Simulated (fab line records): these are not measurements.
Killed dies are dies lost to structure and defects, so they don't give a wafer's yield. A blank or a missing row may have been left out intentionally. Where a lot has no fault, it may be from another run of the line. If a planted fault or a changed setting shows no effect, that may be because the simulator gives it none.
Matching of chambers	flow nand_harc	NHARC_A_STAIRCASE_CMP_472 on cmp-02 has 3 sister chambers
The step polishes SiO2. 16 wafers are shown with their chamber, then 6 later ones without.

== EACH WAFER AND ITS CHAMBER ==
wafer	chamber	motor_current_A (A)
L074.2	2	12.1
L074.3	3	11.3
L074.6	1	12.9
L078.1	1	12.5
L078.2	2	12.6
L078.5	1	12.5
L081.1	3	11.0
L081.2	1	12.6
L081.6	2	12.6
L084.2	3	10.6
L084.4	2	12.5
L084.5	2	12.3
L089.3	1	12.6
L089.5	3	11.6
L089.6	2	12.0
L090.1	2	13.0

SIGNATURES (means of the wafers above)
reading	chamber 1	chamber 2	chamber 3	scatter within a chamber
motor_current_A	12.620	12.443	11.125	0.323
Rule: a wafer lies at a distance from a chamber equal to the root of the sum of squares, over the readings, of (its reading less the chamber's mean, divided by the reading's scatter). If the next closest chamber is less than 2 further off than the closest, the wafer can't be placed; otherwise it belongs to the closest. How the scatter is found: for the shown wafers, subtract from each reading the mean of its chamber, square and add these, divide the total by (wafers less chambers), then take the root.

== WAFERS WITH NO CHAMBER GIVEN ==
wafer	motor_current_A (A)
L090.2	12.5
L091.2	11.2
L091.4	12.5
L091.5	11.9
L096.2	12.4
L096.6	12.0

== WHICH CHAMBER EACH WENT THROUGH ==
wafer	from the rows above	in truth
L090.2	can't be placed: 2 or 1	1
L091.2	3	3
L091.4	can't be placed: 2 or 1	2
L091.5	can't be placed: 2 or 1 or 3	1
L096.2	can't be placed: 2 or 1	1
L096.6	can't be placed: 2 or 1 or 3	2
Placed correctly: 1 of 6. Unplaceable from these rows: 5, with the true chamber sitting among the candidates in 5. Placed wrongly: 0.
